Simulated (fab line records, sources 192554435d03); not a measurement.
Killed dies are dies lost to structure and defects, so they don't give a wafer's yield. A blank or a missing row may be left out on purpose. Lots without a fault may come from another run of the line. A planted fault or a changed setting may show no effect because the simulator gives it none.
A struck lot beside a sound one | flow n5_finfet | 37 steps out of a route of 1938
Sound: wafers L193.1, L193.4, L193.6. Struck: wafers L189.3, L189.4, L189.5. The cause comes at the end.
At each step with rows: each side's tool, then ch and its chambers, then its first start. Under that, the readings that differ: sound wafers | struck wafers | difference of the means | sigmas: that difference in standard deviations of wafers without a fault.
alike: readings whose means differ by less than 2 such deviations, and words and numbers that are the same on both sides. not compared: withheld readings, readings that some wafer has no value for, bounds like >300 that may hide the same value, and numbers for which the record gives no deviation and whose values overlap.
The two part at a step that has a row with sigmas, a row that says differs or no value, or rows on one side only. Numbers that don't overlap but have no deviation are shown without sigmas and don't part them. A reading that every wafer of one side lacks parts them only if that side has two wafers or more.

first, 9 steps without rows for these wafers: N5_BEOL_M4_ANNEAL_95 (time 240 s); N5_BEOL_M4_SPUTTER_96 (material Cu, target thk 4.5 nm, time 8.29 s); N5_BEOL_M4_ECD_50 (material Cu, target thk 300 nm); N5_BEOL_M4_ANNEAL_51 (time 90 s); N5_BEOL_M4_CMP_52 (polishes, stops on SiOC, t overpolish 6.8 s, target thk 40 nm); N5_BEOL_M4_PRE_CLEAN_60 (time 15 s); N5_BEOL_M4_CO_CAP_55 (material Co, precursor CCTBA/H2, target thk 2 nm, time 102.1 s); N5_BEOL_M4_PRE_CLEAN_56 (time 15 s); N5_BEOL_M4_DEP_57 (deposits SiCN from 3MS/NH3, target thk 8 nm, time 14 s).
N5_BEOL_M4_RC_MEAS_101:
  sound on prober-02 ch 0, day 13 20:39; struck on prober-02 ch 0, day 12 20:58
  alike: DIBL_N, DIBL_P, IOFF_N, IOFF_P, ION_N, ION_P, SS_N, SS_P, VT_N, VT_P
then, 24 steps without rows for these wafers: N5_BEOL_M5_ILD_DEP_00 (deposits SiCOH lowk from DEMS/porogen, target thk 140.64 nm, time 25.9 s); N5_BEOL_M5_CURE_79 (cures SiCOH lowk, time 240 s); N5_BEOL_M5_PECVD_70 (deposits SiO2 from TEOS/O2, target thk 16 nm, time 18 s); N5_BEOL_M5_HM_DEP_02 (deposits TiN, target thk 20 nm); N5_BEOL_M5_COAT_59 (time 60 s, resist thk 60 nm); N5_BEOL_M5_COAT_60 (time 60 s, resist thk 12 nm); N5_BEOL_M5_COAT_71 (time 60 s, resist thk 5 nm); N5_BEOL_M5_COAT_05 (resist thk 30 nm); N5_BEOL_M5_EBR_07; N5_BEOL_M5_SOFTBAKE_06 (time 60 s); N5_BEOL_M5_EXPOSE_08 (exposes mask M5, target cd 28 nm); N5_BEOL_M5_PEB_09 (peb time 60 s); N5_BEOL_M5_DEVELOP_10 (develop time 30 s); N5_BEOL_M5_DESCUM_16 (chemistry O2, time 7 s); N5_BEOL_M5_ETCH_72 (etches underlayer in N2/H2, target depth 6.5 nm, time 5.2 s); N5_BEOL_M5_ETCH_61 (etches SiARC in CF4, target depth 15.6 nm, time 26 s); N5_BEOL_M5_ETCH_62 (etches SOC in N2/H2, target depth 75 nm, overetch 15 nm, time 112.5 s); N5_BEOL_M5_STRIP_63 (strips in N2/H2); N5_BEOL_M5_STRIP_73 (strips in N2/H2); N5_BEOL_M5_STRIP_64 (strips in CF4); N5_BEOL_M5_HM_OPEN_17 (chemistry Cl2/BCl3, target TiN, target depth 20 nm, overetch 6 nm); N5_BEOL_M5_STRIP_19 (strips in O2); N5_BEOL_M5_COAT_65 (time 60 s, resist thk 60 nm); N5_BEOL_M5_COAT_66 (time 60 s, resist thk 12 nm).
N5_BEOL_M8_ETCH_65: etches SiARC in CF4, target depth 15.6 nm, time 26 s.
  sound on rie_diel-05 ch 1,2,3, day 15 10:16; struck on rie_diel-03 ch 0,2,3, day 14 08:14
  no value came back on the struck wafers for any of 8 readings (bias_w (W), cf4_flow_sccm (sccm) and others); on the sound wafers bias_w (W) reads 36.14 36.00 36.12
  reading                                      | sound      | struck         | difference | sigmas
  model.CAR-EUV_of_BEOL_M8_COAT_22.thk_nm (nm) | 11 11 11.2 | 20.4 20.4 20.4 | +9.3       |
  not compared: rf_hours_counter_h
N5_BEOL_M8_ETCH_66: etches SOC in N2/H2, target depth 80 nm, overetch 16 nm, time 120 s.
  sound on rie_diel-05 ch 1,2,3, day 15 10:17; struck on rie_diel-03 ch 0,2,3, day 14 08:16
  reading               | sound          | struck         | difference | sigmas
  oes_product_au (a.u.) | 0.72 0.70 0.63 | 0.25 0.34 0.34 | -0.37      | -5
  alike: bias_w, chamber_pressure_mTorr, drypump_motor_current_A, rf_vpp_V, showerhead_plenum_p_Torr, throttle_valve_pct
  not compared: rf_hours_counter_h
-- the record jumps here: 3 days lie between the struck wafers' starts before and after (it left off in module BEOL_M8 and takes up again in module PASSIVATION, whose first step shown is number 1936 of the route) --
N5_PASSIVATION_PROBE_49:
  sound on prober-01, day 17 23:35; struck on prober-02, day 17 10:25
  reading                  | sound          | struck         | difference | sigmas
  defect_limited_yield (%) | 92.4 91.7 93.1 | 0 0 0          | -92        | -71
  killed_at_M4_up          | 10 12 11       | 1100 1091 1079 | +1079      | +99 or more
  killed_dies              | 90 98 82       | 1180 1180 1180 | +1090      | +73
  killed_on_rim            | 7 14 6         | 152 152 152    | +143       | +36
  sort_bin_5_function (%)  | 4.8 4.4 4.0    | 96.6 96.4 95.9 | +91.9      | +99 or more
  sort_n_pass              | 1090 1082 1098 | 0 0 0          | -1090      | -73
  sort_yield_pct (%)       | 92.4 91.7 93.1 | 0 0 0          | -92        | -71
  alike: killed_at_M0_to_M3, killed_at_contacts, killed_at_front_end, killed_at_other, killed_open, killed_short, sort_bin_6_memory

WHERE THEY PART
First at N5_BEOL_M8_ETCH_65; last, within this record, at N5_PASSIVATION_PROBE_49.

WHY: what the simulator had put in
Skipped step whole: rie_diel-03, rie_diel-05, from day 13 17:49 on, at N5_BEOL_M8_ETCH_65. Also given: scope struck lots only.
